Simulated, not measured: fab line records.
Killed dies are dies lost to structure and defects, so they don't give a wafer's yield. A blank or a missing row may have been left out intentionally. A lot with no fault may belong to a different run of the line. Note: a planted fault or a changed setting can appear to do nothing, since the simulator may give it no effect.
Which tool is to blame? | flow n5-finfet | at 1 step of a route of 1938, 12 lots with 36 wafers sampled

WHAT THE GAUGES READ, wafer by wafer
N5_BEOL_M14_INSPECT_30: inspects for defects (macro).
lot  | measured     | on                | raw-defect-count
L075 | day 12 00:35 | defect-inspect-02 | 3 1 1
L077 | day 12 13:39 | defect-inspect-01 | 2 4 0
L080 | day 13 11:49 | defect-inspect-01 | 3 1 1
L082 | day 13 17:01 | defect-inspect-01 | 2 1 3
L081 | day 13 22:30 | defect-inspect-01 | 1 1 1
L084 | day 14 08:06 | defect-inspect-02 | 1 4 2
L088 | day 14 12:07 | defect-inspect-02 | 2 5 2
L089 | day 15 15:06 | defect-inspect-01 | 5 4 1
L093 | day 16 05:02 | defect-inspect-01 | 2 2 2
L094 | day 16 12:38 | defect-inspect-01 | 0 4 2
L095 | day 17 13:44 | defect-inspect-01 | 2 0 3
L097 | day 18 00:41 | defect-inspect-01 | 2 4 3

WHICH TOOL RAN EACH LOT (tool, then ch and the chambers of the sampled wafers, then the start)
The record shows no process step preceding these readings.

THE ANSWER, worked out from the rows above alone
Rule: the usual values come from the lots themselves. Put in order of their means at a reading, lots are off if they are a third of the lots or fewer, leave a main group of 4 or more, and stand apart from it by a gap of 3 or more times the standard deviation of the main group's means; of several such gaps the widest counts. A main group is skipped when, at the precision printed for the reading in the tables above, its means are all equal. Also off: a lot with no number at a reading for which 4 or more lots have one. Where the step has rows for the other lots, those lots are counted as sound.
No lot is off on any of the readings shown, so nothing can be concluded from this.

WHAT HAD BEEN PUT IN BY THE SIMULATOR
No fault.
